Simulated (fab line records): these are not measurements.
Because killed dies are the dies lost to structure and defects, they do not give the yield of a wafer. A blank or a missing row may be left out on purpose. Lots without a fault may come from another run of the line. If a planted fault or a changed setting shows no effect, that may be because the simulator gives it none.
A struck lot beside a sound one || flow nand_harc || 20 out of 1302 route steps
Sound: these wafers, L955.3, L955.5, L955.6. Wafers L963.3, L963.4, L963.5 were the ones struck. The cause is given at the end.
Per side, at each step with rows, come the tool, then ch with its chambers, and then its first start. Under that, the readings that differ: sound wafers || struck wafers || difference of the means || sigmas: that difference in standard deviations of wafers without a fault.
alike: readings whose means differ by less than 2 such deviations, and words and numbers that are the same on both sides. not compared: withheld readings, readings that some wafer has no value for, bounds like >300 that may hide the same value, and numbers for which the record gives no deviation and whose values overlap.
A row with sigmas, a row that says differs or no value, or rows on one side alone: a step with any of these is where the two part. Numbers that don't overlap but have no deviation are shown without sigmas and don't part them. Lack of a reading on every wafer of one side parts them only where that side has two or more wafers.

NHARC_P_GATE_ALD_36: deposits SiNx, target thk 20 nm, pulse time 60 s, ald cycles 223.
  sound on ald_sin-01 ch 2,3, day 5 10:56; struck on ald_sin-04 ch 1,2, day 8 21:16
{"reading": "heater_power_w (W)", "sound": "868 832 935", "struck": "676 667 706", "difference": -195, "sigmas": -2}
  alike: precursor_pulse_height_rel
  not compared: since_wet_clean_h
NHARC_P_GATE_ETCHBACK_37: etches the open film in CHF3/O2, target depth 34.5 nm, time 17.2 s.
  sound on rie_diel-11 ch 0,2,3; struck on rie_diel-01 ch 0,1
{"reading": "oes_product_au (a.u.)", "sound": "0.93 0.94 0.92", "struck": "1.00 1.00 1.00", "difference": "+0.07", "sigmas": "+2"}
  alike: drypump_motor_current_A, rf_fwd_power_W, rf_vpp_V, showerhead_plenum_p_Torr, throttle_valve_pct
  not compared: rf_hours_counter_h
NHARC_P_GATE_STRIP_101: strips in O2, time 20 s.
  sound on rie_diel-11 ch 0,2,3, day 5 20:30; struck on rie_diel-01 ch 1,2, day 9 06:58
  alike: drypump_motor_current_A, oes_product_au, rf_vpp_V, showerhead_plenum_p_Torr, throttle_valve_pct
  not compared: rf_hours_counter_h
then, 9 steps without rows for these wafers: NHARC_P_GATE_PRECLEAN_97 (cleans in SPM, time 600 s); NHARC_P_GATE_SRD_98; NHARC_P_GATE_PRECLEAN_99 (cleans in SC1); NHARC_P_GATE_SRD_100; NHARC_P_GATE_DEHYDRATE_38 (time 120 s); NHARC_P_GATE_HMDS_39 (time 30 s); NHARC_P_GATE_COAT_40; NHARC_P_GATE_SOFTBAKE_41 (time 95 s); NHARC_P_GATE_EBR_42.
NHARC_P_GATE_EXPOSE_43: exposes mask P NSD, target cd 720 nm.
  sound on krf_scanner-03 ch 0, day 5 21:16; struck on krf_scanner-03 ch 0, day 9 07:37
{"reading": "mask", "sound": "P_NSD#0 P_NSD#0 P_NSD#0", "struck": "P_NSD_R1#0 P_NSD_R1#0 P_NSD_R1#0", "difference": "differs", "sigmas": ""}
  alike: focus_offset_nm, stage_vel_mm_s
then, 2 steps without rows for these wafers: NHARC_P_GATE_PEB_44 (peb time 85 s); NHARC_P_GATE_DEVELOP_45 (time 70 s).
NHARC_P_GATE_CD_MEAS_46: the cd target is 720 nm.
  sound on cd_sem-01 ch 0, day 5 21:25; struck on cd_sem-01 ch 0, day 9 07:47
{"reading": "cd_nm (nm)", "sound": "723.1 723.5 723.2", "struck": "690.5 689.8 690.2", "difference": -33.1, "sigmas": -28}
then, 1 step without rows for these wafers: NHARC_P_GATE_HARDBAKE_47 (time 80 s).
NHARC_P_GATE_DESCUM_48: chemistry O2, time 3 s.
  sound on rie_diel-11 ch 2,3, day 5 21:35; struck on rie_diel-01 ch 0,3, day 9 07:56
{"reading": "showerhead_plenum_p_Torr (Torr)", "sound": "1.85 1.84 1.85", "struck": "2.03 2.04 2.04", "difference": "+0.19", "sigmas": "+2"}
{"reading": "model.P_GATE.cd_nm (nm)", "sound": "722.7 723.8 722.6", "struck": "690.3 689.6 690.2", "difference": -33.0, "sigmas": ""}
  alike: drypump_motor_current_A, oes_product_au, rf_vpp_V, throttle_valve_pct
  not compared: rf_hours_counter_h
then, 2 steps without rows for these wafers: NHARC_P_GATE_IMPLANT_49; NHARC_END_SORT_01.

WHERE THEY PART
Last at NHARC_P_GATE_DESCUM_48 as far as this record goes, first at NHARC_P_GATE_ALD_36.

WHY: what the simulator had put in
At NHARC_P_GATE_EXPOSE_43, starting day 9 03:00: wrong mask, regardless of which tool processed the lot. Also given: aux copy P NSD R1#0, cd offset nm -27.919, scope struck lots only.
